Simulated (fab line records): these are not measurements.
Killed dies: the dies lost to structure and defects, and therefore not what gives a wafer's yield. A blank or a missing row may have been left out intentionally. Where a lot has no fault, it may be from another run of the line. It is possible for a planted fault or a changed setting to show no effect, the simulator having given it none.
Matching of chambers | flow n5-finfet | N5_FIN_SAQP_FIN_ETCH_36 on rie-si-01: 4 sister chambers
The step etches the open film in HBr/Cl2/O2, target depth 120 nm, time 50.4 s. 8 wafers are shown with their chamber, then 7 later ones without.

EACH WAFER AND ITS CHAMBER
wafer  | chamber | drypump-motor-current-A (A) | oes-product-au (a.u.)
L080.1 | 2       | 5.3                         | 1.026
L080.2 | 1       | 6.3                         | 1.021
L080.4 | 0       | 6.0                         | 1.000
L087.1 | 3       | 5.3                         | 1.036
L087.4 | 2       | 5.4                         | 1.021
L087.5 | 3       | 5.3                         | 1.037
L088.1 | 1       | 6.3                         | 1.019
L088.3 | 0       | 6.0                         | 0.988

WAFERS WHOSE CHAMBER IS MISSING
wafer  | drypump-motor-current-A (A) | oes-product-au (a.u.)
L088.6 | 5.3                         | 1.041
L091.2 | 5.4                         | 1.011
L091.3 | 6.3                         | 1.014
L091.5 | 5.3                         | 1.033
L095.1 | 6.3                         | 1.031
L095.3 | 5.3                         | 1.032
L095.5 | 5.4                         | 1.031

THE CHAMBER EACH PASSED THROUGH
wafer  | from the rows above     | in truth
L088.6 | 3                       | 3
L091.2 | 2                       | 2
L091.3 | 1                       | 1
L091.5 | can't be placed: 3 or 2 | 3
L095.1 | 1                       | 1
L095.3 | can't be placed: 3 or 2 | 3
L095.5 | can't be placed: 2 or 3 | 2
4 of 7 placed correctly. Unplaceable from these rows: 3, with the true chamber sitting among the candidates in 3. Number placed wrongly: 0.
How it was worked out, from the rows above alone: a wafer's distance from a chamber is the root of the sum, over the readings, of the square of ((its reading less the chamber's mean) divided by the reading's scatter). The wafer belongs to the nearest chamber; if the next one is less than 2 further off, it can't be placed. Each chamber's mean is taken over the wafers shown for it. How the scatter is found: for the shown wafers, subtract from each reading the mean of its chamber, square and add these, divide the total by (wafers less chambers), then take the root.
